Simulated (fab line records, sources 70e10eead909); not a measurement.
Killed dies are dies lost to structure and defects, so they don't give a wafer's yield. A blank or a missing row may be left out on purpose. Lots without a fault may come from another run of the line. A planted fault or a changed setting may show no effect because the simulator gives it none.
Problem report in the 8D (eight disciplines) form, filled by code | flow nand_harc | the parts of the form that need people (team, actions taken, sign-off) are left out

1. THE PROBLEM
killed_at_array at NHARC_END_SORT_01 reads a mean of 637 on 2 wafers of 2 lots; wafers without a fault read 28 with a standard deviation of 11. That is +55 standard deviations from the usual mean.
First seen on wafer L154.6, day 21 16:29, on prober-02. The record holds 6 wafers of 2 lots with a number at this step. Rule for "out", or "out of limits": more than 4 standard deviations from the usual mean. The other wafers with a number count as sound.

2. WHAT IT IS AND WHAT IT IS NOT
question                    | is                           | is not
which readings at this step | killed_at_array, killed_dies | killed_at_periphery, killed_open, killed_short
which lots                  | L154, L158                   | -
which wafers of those lots  | L154.6, L158.2               | L154.1, L154.2, L158.3, L158.5
read on which gauges        | prober-02                    | -
when                        | from day 21 16:29            | up to then (2 sound wafers); but 2 sound wafers of L158 came after

3. SUSPECTS, AND WHAT RULES EACH OUT
Counting: a tool at a process step up to the reading stays a suspect if it ran every lot that is out. Sound lots after the first of them don't rule it out here, since some wafers of a struck lot are sound.
- the gauge at NHARC_END_SORT_01: ruled out. All the wafers that are out were read on prober-02, but those of them that NHARC_A_STAIRCASE_ETCH_27 has rows for are out there too, on other tools.
- rie_diel-05 at NHARC_A_STAIRCASE_ETCH_27 (etches the open film in C4F8/O2, target depth 100 nm, time 40.5 s): kept. It ran every lot that is out, first L154 (day 13 01:49). Its own readings are out on those wafers: oes_product_au.
- Within rie_diel-05 at NHARC_A_STAIRCASE_ETCH_27: the wafers that are out ran in chamber 0; their sound lot-mates ran in chambers 1, 3.
Left after counting: rie_diel-05 at NHARC_A_STAIRCASE_ETCH_27.

4. THE CAUSE (what the simulator had put in)
Process parameter drift: rie_diel-05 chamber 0, from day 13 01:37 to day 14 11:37, at NHARC_A_STAIRCASE_ETCH_27. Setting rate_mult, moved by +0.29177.
Counting left only this tool.

5. THE CHAIN OF EFFECTS, in route order
Each row: a reading whose mean over the struck wafers that have a number lies more than 3 standard deviations from the usual. Only readings for which the record gives a usual standard deviation are gone through. hours: the time from each lot's start at the first step in this table that gives one to its start at this step, as a median over the lots. sigmas: the change in usual standard deviations.
hours | step                      | reading         | usual      | on struck wafers | change | sigmas
0     | NHARC_A_STAIRCASE_ETCH_27 | oes_product_au  | 0.944 a.u. | 1.149            | +0.206 | +13
204   | NHARC_END_SORT_01         | killed_at_array | 28         | 637              | +609   | +55
204   | NHARC_END_SORT_01         | killed_dies     | 32         | 641              | +609   | +55
The process steps in it:
- NHARC_A_STAIRCASE_ETCH_27: etches the open film in C4F8/O2, target depth 100 nm, time 40.5 s.

6. WHAT WOULD HAVE CAUGHT IT SOONER
In this record the first reading out of limits at a measuring or inspecting step was taken at day 21 16:29, 207 hours after the fault began at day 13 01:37.
The tool's own readings at NHARC_A_STAIRCASE_ETCH_27 were out on every struck wafer that the step has a row for (oes_product_au): an alarm limit on them would have fired on the first of those.
All the lots that are out (2) had begun NHARC_A_STAIRCASE_ETCH_27 on rie_diel-05 by day 21 16:29. A hold on the tool at that time would have spared none of them.
